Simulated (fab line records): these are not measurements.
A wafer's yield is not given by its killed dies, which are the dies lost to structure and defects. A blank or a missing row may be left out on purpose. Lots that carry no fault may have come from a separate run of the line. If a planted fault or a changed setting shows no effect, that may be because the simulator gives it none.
Problem report in the 8D (eight disciplines) form, filled by code | flow n5 finfet | the parts of the form that need people (team, actions taken, sign-off) are left out
Where a reading is given only as a bound, like >300, the bound stands for it, and a mean or a difference that rests on one is marked > or <: the true number lies beyond.

## 1. THE PROBLEM
Wafers without a fault read 526, standard deviation 130; raw defect count at N5_BEOL_M0_SAQP_INSPECT_16 reads a mean of 1381 on 6 wafers belonging to 2 lots. Measured from the usual mean, that is +6.6 standard deviations.
The step: inspects for defects (brightfield).
Earliest sighting: wafer L997.3 on defect inspect-01 at day 8 16:43. At this step, 27 wafers from 9 lots have a number in the record. By rule, "out" or "out of limits" means more than 4 standard deviations away from the usual mean. The other wafers with a number count as sound.

## 2. WHAT THIS IS AND IS NOT
question                    | is                     | is not
which readings at this step | raw defect count       | -
which lots                  | L997, L998             | L100, L103, L107, L108, L990, L993, L996
which wafers of those lots  | all that have a number | -
read on which gauges        | defect inspect-01      | defect inspect-02
when                        | from day 8 16:43       | up to then (9 sound wafers); but 12 sound wafers of L100, L103, L107, L108 came after

## 3. THE SUSPECTS, EACH WITH WHAT RULES IT OUT
Counting: a tool at any process step up to the reading remains a suspect when it ran all the lots that are out and ran no sound lot after the first of those.
- the gauge at N5_BEOL_M0_SAQP_INSPECT_16 has been ruled out. All the wafers that are out were read on defect inspect-01, but those of them that N5_BEOL_M0_CUTY_INSPECT_59 has rows for are out there too, on other tools.
- pecvd-03 at N5_BEOL_M0_SAQP_HM_DEP_111 (deposits SiO2 from SiH4/N2O, target thk 12 nm, time 7.2 s): kept. It ran every lot that is out, first L997 (day 8 16:13), and no sound lot after that; its last sound lot up to then is L996 (day 8 05:14).
After counting, what remains is pecvd-03 at N5_BEOL_M0_SAQP_HM_DEP_111.

## 4. THE CAUSE (what the simulator had put in)
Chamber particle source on pecvd-03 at N5_BEOL_M0_SAQP_HM_DEP_111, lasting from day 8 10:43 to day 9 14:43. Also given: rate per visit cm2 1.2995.
Only this tool survived the counting.

## 5. THE EFFECT CHAIN, in route order
Each row: a reading where the mean over the struck wafers with a number is more than 3 standard deviations away from the usual. Only readings for which the record gives a usual standard deviation are gone through. hours: the time from each lot's start at the first step in this table that gives one to its start at this step, as a median over the lots. sigmas: the change in usual standard deviations.
hours | step                       | reading              | usual  | on struck wafers | change | sigmas
0     | N5_BEOL_M0_SAQP_INSPECT_16 | raw defect count     | 526    | 1381             | +855   | +6.6
6     | N5_BEOL_M0_SAQP_INSPECT_42 | raw defect count     | 302    | 1157             | +855   | +9.5
7     | N5_BEOL_M0_CUTY_INSPECT_59 | raw defect count     | 2.0    | >300             | >+298  | +99 or more
168   | N5_PASSIVATION_PROBE_49    | defect limited yield | 91.1 % | 81.6             | -9.5   | -6.3
168   | N5_PASSIVATION_PROBE_49    | killed_at_M0_to_M3   | 35     | 155              | +120   | +13
168   | N5_PASSIVATION_PROBE_49    | killed dies          | 105    | 217              | +112   | +6.6
168   | N5_PASSIVATION_PROBE_49    | sort_bin_5_function  | 5.1 %  | 11.2             | +6.1   | +6.3
168   | N5_PASSIVATION_PROBE_49    | sort n pass          | 1075   | 963              | -112   | -6.6
168   | N5_PASSIVATION_PROBE_49    | sort yield pct       | 91.1 % | 81.6             | -9.5   | -6.3
Process steps it contains:
- N5_PASSIVATION_PROBE_49
Later measuring or inspecting steps at which every struck wafer that the step has a row for has a number for every such reading, and none has moved that far: N5_BEOL_M4_RC_MEAS_101.

## 6. WHAT WOULD HAVE CAUGHT IT SOONER
The first out-of-limits reading at a measuring or inspecting step in this record came at day 8 16:43, 6 hours after the fault's start at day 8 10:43.
Tool readings at N5_BEOL_M0_SAQP_HM_DEP_111 with a usual standard deviation given in the record: none out on any struck wafer, hence no alarm at a limit of 4 standard deviations on them.
Among the 2 lots that are out, L998 began N5_BEOL_M0_SAQP_HM_DEP_111 on pecvd-03 after day 8 16:43. Had the tool been put on hold then, it would have been spared.
